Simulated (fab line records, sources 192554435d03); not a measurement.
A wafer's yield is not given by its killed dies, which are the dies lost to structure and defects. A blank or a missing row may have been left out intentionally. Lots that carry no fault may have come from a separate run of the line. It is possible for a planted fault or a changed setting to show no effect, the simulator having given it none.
A lot that was struck, set against a sound lot || flow n5 finfet || 39 steps out of a route of 1938
Sound: these wafers, L353.1, L353.4, L353.6. Struck: wafer L366.6. (L366.1, L366.2 of the same lot were not struck and are left out.) The cause comes at the end.
Each step with rows lists, per side, the tool, then ch with its chambers, then its first start. Under that, the readings that differ: sound wafers || struck wafers || difference of the means || sigmas: that difference in standard deviations of wafers without a fault.
alike: readings with means less than 2 such deviations apart, plus words and numbers identical on both sides. not compared: withheld readings, readings lacking a value on some wafer, bounds such as >300 that could conceal the same value, and numbers that have no deviation in the record and whose values overlap.
Wherever a step has rows on one side only, a row that says differs or no value, or a row with sigmas, the two part there. Numbers that don't overlap but have no deviation are shown without sigmas and don't part them. A reading that every wafer of one side lacks parts them only if that side has two wafers or more.

first, 10 steps without rows for these wafers: N5_DUMMY_REMOVAL_HM_STRIP_01 (strips SiNx in CH3F/O2, stops on poly-Si, target depth 4 nm, time 6.8 s); N5_DUMMY_REMOVAL_STRIP_10 (strips in N2/H2, time 40 s); N5_DUMMY_REMOVAL_PRECLEAN_07 (cleans in dHF, time 30 s); N5_DUMMY_REMOVAL_DUMMY_REMOVE_02 (chemistry TMAH, target poly-Si, stops on SiO2, target depth 142 nm, time 57 s, rinse time 30 s); N5_DUMMY_REMOVAL_PRECLEAN_08 (cleans in NF3:NH3, afs cycles 2, time 20 s, sublimation time 60 s); N5_DUMMY_REMOVAL_PRECLEAN_04 (cleans in DHF, time 37 s); N5_DUMMY_REMOVAL_SRD_05 (time 30 s); N5_HKMG_FIN_IL_REGROW_00 (material SiO2, chemistry O3, target thk 0.75 nm, time 30 s); N5_HKMG_FIN_HK_ALD_01 (deposits HfO2, target thk 1.6 nm, pulse time 3 s, purge time 3 s); N5_HKMG_FIN_HK_ANNEAL_02 (time 30 s).
N5_HKMG_FIN_ALD_74: deposits La2O3, target thk 0.5 nm, pulse time 6 s, co reactant pulse time 1 s.
  sound on ald hk-03 ch 0,2,3, day 4 09:44; struck on ald hk-01 ch 2, day 7 17:49
  alike: heater power w, precursor pulse height rel
then, 26 steps without rows for these wafers: N5_HKMG_FIN_ALD_75 (deposits Al2O3, target thk 1 nm, co reactant pulse time 1 s); N5_HKMG_FIN_COAT_41 (time 60 s, resist thk 300 nm); N5_HKMG_FIN_COAT_42 (time 60 s, resist thk 35 nm); N5_HKMG_FIN_COAT_43 (resist thk 90 nm); N5_HKMG_FIN_EBR_45; N5_HKMG_FIN_SOFTBAKE_44 (time 60 s); N5_HKMG_FIN_EXPOSE_46 (exposes mask NDIPOLE); N5_HKMG_FIN_PEB_47 (peb time 60 s); N5_HKMG_FIN_DEVELOP_48 (develop time 30 s); N5_HKMG_FIN_DESCUM_53 (chemistry O2, time 7.9 s); N5_HKMG_FIN_ETCH_54 (etches SiARC in CF4, target depth 45.5 nm, time 75.8 s); N5_HKMG_FIN_ETCH_55 (etches SOC in N2/H2, target depth 240 nm, time 300 s); N5_HKMG_FIN_STRIP_56 (strips in N2/H2); N5_HKMG_FIN_STRIP_57 (strips in CF4); N5_HKMG_FIN_ETCH_58 (etches SOC in N2/H2, target depth 215.8 nm, time 741 s); N5_HKMG_FIN_STRIP_93 (strips SOC in N2/H2, time 20 s); N5_HKMG_FIN_WET_ETCH_76 (etches Al2O3 in dNH4OH, stops on La2O3, target depth 2.25 nm, rinse time 30 s); N5_HKMG_FIN_STRIP_60 (strips in N2/H2, time 360 s); N5_HKMG_FIN_WET_ETCH_77 (etches La2O3 in dHCl, stops on HfO2, target depth 2 nm); N5_HKMG_FIN_WET_ETCH_78 (etches Al2O3 in dNH4OH, stops on La2O3, target depth 4.5 nm, rinse time 30 s); N5_HKMG_FIN_ALD_79 (deposits TiN, target thk 1.5 nm, pulse time 1 s, purge time 3 s); N5_HKMG_FIN_CVD_62 (deposits a-Si from Si2H6, target thk 3 nm, time 20.8 s); N5_HKMG_FIN_RTA_80 (time 2 s); N5_HKMG_FIN_PRECLEAN_64 (cleans in dHF, time 30 s); N5_HKMG_FIN_WET_ETCH_65 (etches a-Si in TMAH, stops on TiN, time 49 s, target depth 3 nm); N5_HKMG_FIN_WET_ETCH_81 (etches TiN in SC1, stops on HfO2, time 57 s, target depth 6 nm).
-- a jump in the record: the struck wafers' starts before and after are 4 days apart (it breaks off in module HKMG_FIN and resumes in module BEOL_M4, where the first step shown is number 1111 of the route) --
N5_BEOL_M4_RC_MEAS_101:
  sound on prober-02 ch 0, day 7 20:25; struck on prober-01 ch 0, day 12 01:20
{"reading": "IOFF_P (nA/um)", "sound": "0.255 0.230 0.204", "struck": 0.165, "difference": -0.065, "sigmas": -2}
{"reading": "ION_P (uA/um)", "sound": "479 470 469", "struck": 451, "difference": -22, "sigmas": -3}
{"reading": "SS_P (mV/dec)", "sound": "74.4 73.4 73.1", "struck": 72.3, "difference": -1.3, "sigmas": -3}
{"reading": "VT_N_LVT (mV)", "sound": "94.5 97.8 100.4", "struck": 91.7, "difference": -5.9, "sigmas": -3}
{"reading": "VT_P (mV)", "sound": "-246 -247 -249", "struck": -259, "difference": -12, "sigmas": -4}
  alike: DIBL_N, DIBL_P, IOFF_N, ION_N, SS_N, VT_N, VT_P_LONG
-- here the record skips 4 days between the struck wafers' starts before and after, leaving off in module BEOL_M4 and picking up in module PASSIVATION (first step shown: number 1936 of the route) --
N5_PASSIVATION_PROBE_49:
  sound: prober-01 at day 12 10:18; struck: prober-02 at day 16 11:34
{"reading": "defect limited yield (%)", "sound": "89.1 88.8 89.9", "struck": 93.7, "difference": "+4.4", "sigmas": "+3"}
{"reading": "killed_at_M0_to_M3", "sound": "65 51 58", "struck": 31, "difference": -27, "sigmas": -3}
{"reading": "killed dies", "sound": "129 132 119", "struck": 74, "difference": -53, "sigmas": -3}
{"reading": "killed open", "sound": "89 90 75", "struck": 52, "difference": -33, "sigmas": -3}
{"reading": "killed short", "sound": "40 41 44", "struck": 22, "difference": -20, "sigmas": -3}
{"reading": "sort_bin_5_function (%)", "sound": "6.1 6.9 5.8", "struck": 4.2, "difference": -2.1, "sigmas": -2}
{"reading": "sort_bin_6_memory (%)", "sound": "4.5 3.8 3.9", "struck": 1.9, "difference": -2.2, "sigmas": -3}
{"reading": "sort n pass", "sound": "1051 1048 1061", "struck": 1106, "difference": "+53", "sigmas": "+3"}
{"reading": "sort yield pct (%)", "sound": "89.1 88.8 89.9", "struck": 93.7, "difference": "+4.4", "sigmas": "+3"}
  alike: killed_at_M4_up, killed at contacts, killed at front end, killed at other, killed on rim
  not compared: sort_bin_8_speed

WHERE THEY PART
At N5_BEOL_M4_RC_MEAS_101 first; at N5_PASSIVATION_PROBE_49 last (within this record only).

WHY: the cause the simulator had injected
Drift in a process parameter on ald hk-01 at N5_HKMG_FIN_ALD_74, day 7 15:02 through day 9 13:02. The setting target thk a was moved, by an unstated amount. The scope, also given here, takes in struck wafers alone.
